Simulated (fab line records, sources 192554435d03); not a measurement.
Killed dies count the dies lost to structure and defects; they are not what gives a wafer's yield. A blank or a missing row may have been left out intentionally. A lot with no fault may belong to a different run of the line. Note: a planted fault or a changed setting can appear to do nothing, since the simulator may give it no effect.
What tool caused it?	flow n5Finfet	25 wafers from 9 lots sampled at 5 of the route's 1938 steps

## WHAT EACH GAUGE READ, for each wafer
N5_BEOL_M4_RC_MEAS_101. Usual: DIBL_N 36.1 mV/V, standard deviation 2.3; DIBL_P 36 mV/V, standard deviation 3.2; IOFF_N 0.16 nA/um, standard deviation 0.045; IOFF_N_85C 3.2 nA/um, standard deviation 0.72; IOFF_N_LIN 0.076 nA/um, standard deviation 0.016; IOFF_N_LONG 5.56e-05 nA/um, standard deviation 2.4e-06; IOFF_P 0.21 nA/um, standard deviation 0.049; ION_N 674 uA/um, standard deviation 14; ION_P 462 uA/um, standard deviation 8.4; SS_N 71.6 mV/dec, standard deviation 0.83; SS_P 73.2 mV/dec, standard deviation 0.87; VT_N 249 mV, standard deviation 3.8; VT_N_LONG 274.7 mV, standard deviation 2; VT_P -250 mV, standard deviation 3.4; VT_P_LVT -99 mV, standard deviation 3.
lot	measured	on	DIBL_N (mV/V)	DIBL_P (mV/V)	IOFF_N (nA/um)	IOFF_N_85C (nA/um)	IOFF_N_LIN (nA/um)	IOFF_N_LONG (nA/um)	IOFF_P (nA/um)	ION_N (uA/um)	ION_P (uA/um)	SS_N (mV/dec)	SS_P (mV/dec)	VT_N (mV)	VT_N_LONG (mV)	VT_P (mV)	VT_P_LVT (mV)	flag
L870	day 10 20:59	prober-02	35.1 39.1 37.9	34 39 37	0.13 0.20 0.18	2.6 3.8 3.4	0.066 0.090 0.083	5.46e-05 5.43e-05 5.52e-05	0.21 0.28 0.25	659 675 673	461 466 465	70.7 72.3 71.7	72.9 73.6 73.7	250 248 248	273.6 277.5 277.3	-249 -246 -245	-98 -96 -97	
L875	day 13 01:20	prober-02	37.0 38.4 36.7	38 39 37	0.19 0.20 0.19	3.6 3.8 3.6	0.085 0.089 0.085	5.63e-05 5.62e-05 5.85e-05	0.25 0.25 0.23	671 679 683	455 465 464	72.0 72.7 72.6	73.9 74.4 73.6	246 249 250	271.9 271.7 274.0	-247 -249 -249	-97 -98 -98	
L876	day 12 13:42	prober-02	35.9 31.9 35.3	36 31 34	0.16 0.10 0.16	3.2 2.2 3.2	0.076 0.054 0.075	5.72e-05 5.76e-05 5.81e-05	0.18 0.13 0.17	671 663 670	449 451 453	71.5 69.7 70.8	74.0 72.0 72.7	248 252 246	275.5 272.9 270.9	-250 -256 -255	-103 -105 -102	
L884	day 15 11:49	prober-02	36.9 39.8	34 37	31.55 0.22	269.5 4.2	15.020 0.097	0.010481 5.88e-05	0.20 0.24	964 688	470 465	70.9 71.8	72.9 73.6	98 243	124.2 271.9	-247 -247	-180 -96	OFF
L887	day 15 19:12	prober-01	34.4 35.0	36 37	0.14 28.41	2.7 243.0	0.066 13.489	5.26e-05 0.0095834	0.16 0.19	672 952	458 466	71.9 72.0	72.9 73.1	251 102	273.8 125.8	-255 -256	-104 -181	OFF
L888	day 15 19:40	prober-02	36.0 34.3 38.8	35 33 39	30.17 0.15 0.24	247.6 2.8 4.4	14.306 0.073 0.110	0.010063 5.85e-05 5.88e-05	0.22 0.20 0.29	932 670 688	460 459 464	71.3 71.2 72.0	72.8 72.3 73.4	99 248 243	123.2 273.4 270.1	-247 -248 -247	-178 -98 -94	OFF
L889	day 17 04:29	prober-01	35.1 36.6 35.3	37 38 37	0.15 0.19 0.15	2.9 3.5 2.9	0.072 0.084 0.067	5.4e-05 5.54e-05 5.49e-05	0.23 0.23 0.21	659 682 665	460 457 454	71.3 72.4 71.9	73.8 73.2 73.4	250 248 252	276.0 273.7 275.1	-250 -250 -250	-99 -99 -101	
L890	day 15 22:50	prober-02	37.6 39.2 36.5	38 41 37	0.17 0.21 0.15	3.3 3.9 2.9	0.081 0.096 0.070	5.42e-05 5.4e-05 5.45e-05	0.20 0.28 0.20	673 674 675	458 466 462	71.3 72.2 71.2	73.8 75.1 73.9	248 249 248	275.1 276.1 276.5	-252 -249 -254	-99 -96 -99	
L892	day 16 04:26	prober-02	39.9 36.0 35.4	39 34 33	0.22 0.14 0.13	4.0 2.7 2.6	0.098 0.067 0.064	5.29e-05 5.13e-05 5.25e-05	0.24 0.17 0.17	707 661 670	474 450 460	72.3 70.8 70.4	74.2 73.0 72.0	244 250 251	276.6 276.8 277.8	-250 -252 -248	-98 -103 -102	

## TOOL THAT RAN EACH LOT (tool first, then ch and the chambers of the sampled wafers, then the start)
lot	N5_DUMMY_REMOVAL_HM_STRIP_01	N5_HKMG_FIN_HK_ALD_01	N5_HKMG_FIN_ALD_75	N5_HKMG_FIN_ETCH_58
L870	rieDiel-06 ch 2,3, day 3 20:16	aldHk-01 ch 0,1,2, day 3 20:49	aldHk-03 ch 0,1,2, day 3 21:21	rieDiel-03 ch 2,3, day 3 22:13
L875	rieDiel-05 ch 1,2,3, day 5 05:53	aldHk-03 ch 0,3, day 5 06:26	aldHk-02 ch 1,2,3, day 5 06:55	rieDiel-03 ch 0,1,2, day 5 08:04
L876	rieDiel-02 ch 0,1, day 5 11:00	aldHk-01 ch 0,2, day 5 11:34	aldHk-03 ch 0,2, day 5 12:02	rieDiel-04 ch 0,2, day 5 12:53
L884	rieDiel-06 ch 1,2, day 7 07:47	aldHk-03 ch 0,3, day 7 08:22	aldHk-02 ch 0,3, day 7 09:03	rieDiel-03 ch 0, day 7 09:54
L887	rieDiel-05 ch 0,1, day 8 03:41	aldHk-02 ch 1,3, day 8 04:16	aldHk-02 ch 0,2, day 8 04:45	rieDiel-03 ch 1,2, day 8 05:37
L888	rieDiel-06 ch 0,2, day 8 11:00	aldHk-03 ch 1,3, day 8 11:33	aldHk-03 ch 0,1,3, day 8 12:08	rieDiel-03 ch 2,3, day 8 12:59
L889	rieDiel-05 ch 0,1,3, day 8 15:10	aldHk-02 ch 1,2, day 8 15:43	aldHk-03 ch 0,1,3, day 8 16:11	rieDiel-01 ch 0,1,2, day 8 17:03
L890	rieDiel-05 ch 0,2,3, day 9 02:52	aldHk-02 ch 0,2,3, day 9 03:27	aldHk-01 ch 0,1,3, day 9 04:01	rieDiel-04 ch 1,2,3, day 9 04:56
L892	rieDiel-06 ch 0,1,3, day 9 09:36	aldHk-03 ch 1,3, day 9 10:17	aldHk-01 ch 0,1,3, day 9 10:49	rieDiel-04 ch 0,1, day 9 11:40
- N5_DUMMY_REMOVAL_HM_STRIP_01: strips SiNx in CH3F/O2, stops on poly-Si, target depth 4 nm, time 6.8 s.
- N5_HKMG_FIN_HK_ALD_01: deposits HfO2, target thk 1.6 nm, pulse time 3 s, purge time 3 s.
- N5_HKMG_FIN_ALD_75: deposits Al2O3, target thk 1 nm, co reactant pulse time 1 s.
- N5_HKMG_FIN_ETCH_58: etches SOC in N2/H2, target depth 215.8 nm, time 741 s.

## AS READ BY THE TOOLS THEMSELVES (means over the sampled wafers that have a number; for cases with no such wafer, the mark the record gives instead)
N5_DUMMY_REMOVAL_HM_STRIP_01. Usual: for biasW, 29.00 W with a standard deviation of 0.084; for drypumpMotorCurrentA, 5.6 A with a standard deviation of 0.44; for mfcArSccm, 150.0 sccm with a standard deviation of 0.45; for oesProductAu, 0.62 a.u. with a standard deviation of 0.047; for rfVppV, 127.5 V with a standard deviation of 1; for showerheadPlenumPTorr, 2.01 Torr with a standard deviation of 0.08; for throttleValvePct, 16.38 % with a standard deviation of 0.22.
lot	tool	biasW (W)	drypumpMotorCurrentA (A)	mfcArSccm (sccm)	oesProductAu (a.u.)	rfVppV (V)	showerheadPlenumPTorr (Torr)	throttleValvePct (%)	flag
L870	rieDiel-06	29.10	5.7	149.8	0.59	127.3	2.02	16.43	
L875	rieDiel-05	29.02	5.8	150.0	0.62	128.8	2.04	16.31	
L876	rieDiel-02	29.04	5.3	150.1	0.62	126.7	1.96	16.53	
L884	rieDiel-06	28.97	5.5	149.3	0.64	128.2	2.04	16.13	
L887	rieDiel-05	29.05	5.2	149.6	0.59	127.2	2.00	16.46	
L888	rieDiel-06	28.99	5.7	150.2	0.62	127.9	2.00	16.45	
L889	rieDiel-05	28.98	5.4	149.7	0.59	127.1	1.96	16.41	
L890	rieDiel-05	29.04	5.6	150.7	0.61	127.3	1.98	16.32	
L892	rieDiel-06	29.05	5.8	150.2	0.68	127.8	2.04	16.23	

N5_HKMG_FIN_HK_ALD_01. Usual: precursorPulseHeightRel at 0.999, with a standard deviation of 0.022.
lot	tool	precursorPulseHeightRel	flag
L870	aldHk-01	0.984	
L875	aldHk-03	1.016	
L876	aldHk-01	1.012	
L884	aldHk-03	0.984	
L887	aldHk-02	0.995	
L888	aldHk-03	1.010	
L889	aldHk-02	1.014	
L890	aldHk-02	1.002	
L892	aldHk-03	1.002	

N5_HKMG_FIN_ALD_75. Usual: heaterPowerW 148 W, standard deviation 17; precursorPulseHeightRel 1.003, standard deviation 0.021.
lot	tool	heaterPowerW (W)	precursorPulseHeightRel	flag
L870	aldHk-03	161	1.011	
L875	aldHk-02	137	1.010	
L876	aldHk-03	169	0.996	
L884	aldHk-02	128	0.985	
L887	aldHk-02	128	1.016	
L888	aldHk-03	158	1.017	
L889	aldHk-03	158	0.993	
L890	aldHk-01	155	1.002	
L892	aldHk-01	154	1.032	

N5_HKMG_FIN_ETCH_58. Usual: for biasW, 13.00 W with a standard deviation of 0.041; for drypumpMotorCurrentA, 5.68 A with a standard deviation of 0.2; for oesProductAu, 0.77 a.u. with a standard deviation of 0.074; for rfVppV, 99.2 V with a standard deviation of 0.95; for runLengthS, 764.3 s with a standard deviation of 0.53; for showerheadPlenumPTorr, 2.54 Torr with a standard deviation of 0.086; for throttleValvePct, 17.86 % with a standard deviation of 0.22.
lot	tool	biasW (W)	drypumpMotorCurrentA (A)	oesProductAu (a.u.)	rfVppV (V)	runLengthS (s)	showerheadPlenumPTorr (Torr)	throttleValvePct (%)	flag
L870	rieDiel-03	13.01	5.85	0.78	99.5	763.9	2.58	17.66	
L875	rieDiel-03	12.97	5.76	0.77	100.1	764.2	2.54	17.76	
L876	rieDiel-04	13.01	5.57	0.70	99.6	764.4	2.59	18.02	
L884	rieDiel-03	13.03	5.57	0.72	99.3	598.0	2.50	17.69	OFF
L887	rieDiel-03	13.03	5.85	0.77	99.2	598.0	2.54	17.84	OFF
L888	rieDiel-03	13.00	5.77	0.77	98.6	653.1	2.49	17.62	OFF
L889	rieDiel-01	12.99	5.65	0.80	100.0	763.9	2.57	17.97	
L890	rieDiel-04	12.97	5.53	0.79	99.0	764.3	2.59	17.96	
L892	rieDiel-04	13.00	5.92	0.95	98.8	764.6	2.49	17.66	

## THE ANSWER, worked out from the rows above alone
Rule: a lot counts as off when the mean over its wafers that have a number is more than 3 standard deviations away from the usual mean. Also off: a lot with no number at a reading for which 4 or more lots have one. Where the step has rows for the other lots, those lots are counted as sound. After the gauges, taken in route order, come the tools' own readings; for these a lot's mean is taken, as printed above. The first step at which some lot is off is used, and at that step the reading that is off furthest; a lot without a number counts as furthest.
Off: L884, L887, L888, at N5_BEOL_M4_RC_MEAS_101 (IOFF_N_LONG).
A tool fits if, at a process step before that reading, it ran every lot that is off, and no sound lot after the first of them. The gauges at N5_BEOL_M4_RC_MEAS_101 aren't tried: what is off there is off at N5_HKMG_FIN_ETCH_58 too, on other tools, and a gauge's error can't cause that. One fits: N5_HKMG_FIN_ETCH_58 on rieDiel-03. Its last sound lot is L875 (day 5 08:04), its first lot that is off L884 (day 7 09:54): a fault that began between those two fits.
On the lots that are off, the tool's own readings at N5_HKMG_FIN_ETCH_58 differ by more than 5 times the standard deviation of the sound lots' means, which bears it out; runLengthS reads 616.4 s there versus 764.2 s on the sound lots.

## WHAT WAS PUT IN BY THE SIMULATOR
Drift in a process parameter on rieDiel-03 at N5_HKMG_FIN_ETCH_58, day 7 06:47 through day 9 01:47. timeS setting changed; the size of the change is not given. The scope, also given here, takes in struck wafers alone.
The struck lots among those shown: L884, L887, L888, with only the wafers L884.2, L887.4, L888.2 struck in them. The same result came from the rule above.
